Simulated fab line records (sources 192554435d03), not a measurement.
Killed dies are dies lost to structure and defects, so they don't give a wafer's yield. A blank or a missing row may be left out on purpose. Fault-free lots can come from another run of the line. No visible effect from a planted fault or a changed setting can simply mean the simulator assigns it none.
Struck lot and sound lot, side by side || flow n5-finfet || 23 steps out of a route of 1938
Sound: wafers L401.3, L401.4, L401.6. Wafers struck: L411.3, L411.4, L411.5. The cause comes at the end.
For every step that has rows: the tool of each side, followed by ch and its chambers, followed by its first start. Under that, the readings that differ: sound wafers || struck wafers || difference of the means || sigmas: that difference in standard deviations of wafers without a fault.
alike: same words and numbers on both sides, and readings whose means sit less than 2 such deviations apart. not compared: any withheld reading, any reading some wafer has no value for, any bound like >300 that may hide the same value, and any number with overlapping values for which the record gives no deviation.
Wherever a step has rows on one side only, a row that says differs or no value, or a row with sigmas, the two part there. Non-overlapping numbers with no deviation appear without sigmas and do not part them. A reading missing from all wafers of one side parts the sides only when that side holds two or more wafers.

first, 10 steps without rows for these wafers: N5_BEOL_M5_DESCUM_16 (chemistry O2, time 7 s); N5_BEOL_M5_ETCH_72 (etches underlayer in N2/H2, target depth 6.5 nm, time 5.2 s); N5_BEOL_M5_ETCH_61 (etches SiARC in CF4, target depth 15.6 nm, time 26 s); N5_BEOL_M5_ETCH_62 (etches SOC in N2/H2, target depth 75 nm, overetch 15 nm, time 112.5 s); N5_BEOL_M5_STRIP_63 (strips in N2/H2); N5_BEOL_M5_STRIP_73 (strips in N2/H2); N5_BEOL_M5_STRIP_64 (strips in CF4); N5_BEOL_M5_HM_OPEN_17 (chemistry Cl2/BCl3, target TiN, target depth 20 nm, overetch 6 nm); N5_BEOL_M5_STRIP_19 (strips in O2); N5_BEOL_M5_COAT_65 (time 60 s, resist thk 60 nm).
N5_BEOL_M5_COAT_66: time 60 s, resist thk 12 nm.
  sound on litho-track-01 ch 0, day 9 17:17; struck on litho-track-01 ch 0, day 12 07:56
{"reading": "spin-speed-rpm (rpm)", "sound": "1498.9 1500.1 1501.1", "struck": "1320.6 1321.7 1321.3", "difference": -178.8, "sigmas": "-99 or more"}
{"reading": "model.SiARC_of_BEOL_M5_COAT_66.thk-nm (nm)", "sound": "12 12 12", "struck": "12.8 12.8 12.8", "difference": "+0.8", "sigmas": ""}
then, 9 steps without rows for these wafers: N5_BEOL_M5_COAT_74 (time 60 s, resist thk 5 nm); N5_BEOL_M5_COAT_22 (resist thk 30 nm); N5_BEOL_M5_EBR_24; N5_BEOL_M5_SOFTBAKE_23 (time 60 s); N5_BEOL_M5_EXPOSE_25 (exposes mask V4, defocus 10 nm); N5_BEOL_M5_PEB_26 (peb time 60 s); N5_BEOL_M5_DEVELOP_27 (develop time 30 s); N5_BEOL_M5_DESCUM_33 (chemistry O2, time 7 s); N5_BEOL_M5_ETCH_75 (etches underlayer in N2/H2, target depth 6.5 nm, time 5.2 s).
N5_BEOL_M5_ETCH_67: etches SiARC in CF4, target depth 15.6 nm, time 26 s.
  sound on rie-diel-03 ch 0,2,3, day 9 17:53; struck on rie-diel-01 ch 1,2,3, day 12 08:55
{"reading": "etch-rf-on-time-s (s)", "sound": "25.2 27.7 24.8", "struck": "27.6 30.3 26.5", "difference": "+2.2", "sigmas": "+2"}
{"reading": "model.etch.depth-nm (nm)", "sound": "12.07 12.06 12.06", "struck": "12.8 12.76 12.75", "difference": "+0.7", "sigmas": ""}
{"reading": "model.CAR-EUV_of_BEOL_M5_COAT_22.thk-nm (nm)", "sound": "11 11.2 11", "struck": "10.6 10.8 10.4", "difference": -0.5, "sigmas": ""}
  alike: drypump-motor-current-A, oes-product-au, rf-vpp-V, showerhead-plenum-p-Torr, throttle-valve-pct
  not compared: rf-hours-counter-h
N5_BEOL_M5_ETCH_68: etches SOC in N2/H2, target depth 80 nm, overetch 16 nm, time 120 s.
  sound on rie-diel-03 ch 0,2,3, day 9 17:55; struck on rie-diel-01 ch 1,2,3, day 12 08:56
{"reading": "model.SiARC_of_BEOL_M5_COAT_66.thk-nm (nm)", "sound": "6.2 6.6 6.6", "struck": "6.8 7.6 7.2", "difference": "+0.7", "sigmas": ""}
  alike: drypump-motor-current-A, oes-product-au, rf-vpp-V, showerhead-plenum-p-Torr, throttle-valve-pct
  not compared: rf-hours-counter-h
then, 1 step without rows for these wafers: N5_BEOL_M5_STRIP_69 (strips in N2/H2).

## WHERE THEY PART
First at N5_BEOL_M5_COAT_66; last, within this record, at N5_BEOL_M5_ETCH_67. Later steps at which nothing parts them and some readings are alike: N5_BEOL_M5_ETCH_68.

WHY: what the simulator had put in
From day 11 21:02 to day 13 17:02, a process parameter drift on litho-track-01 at N5_BEOL_M5_COAT_66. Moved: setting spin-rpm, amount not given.
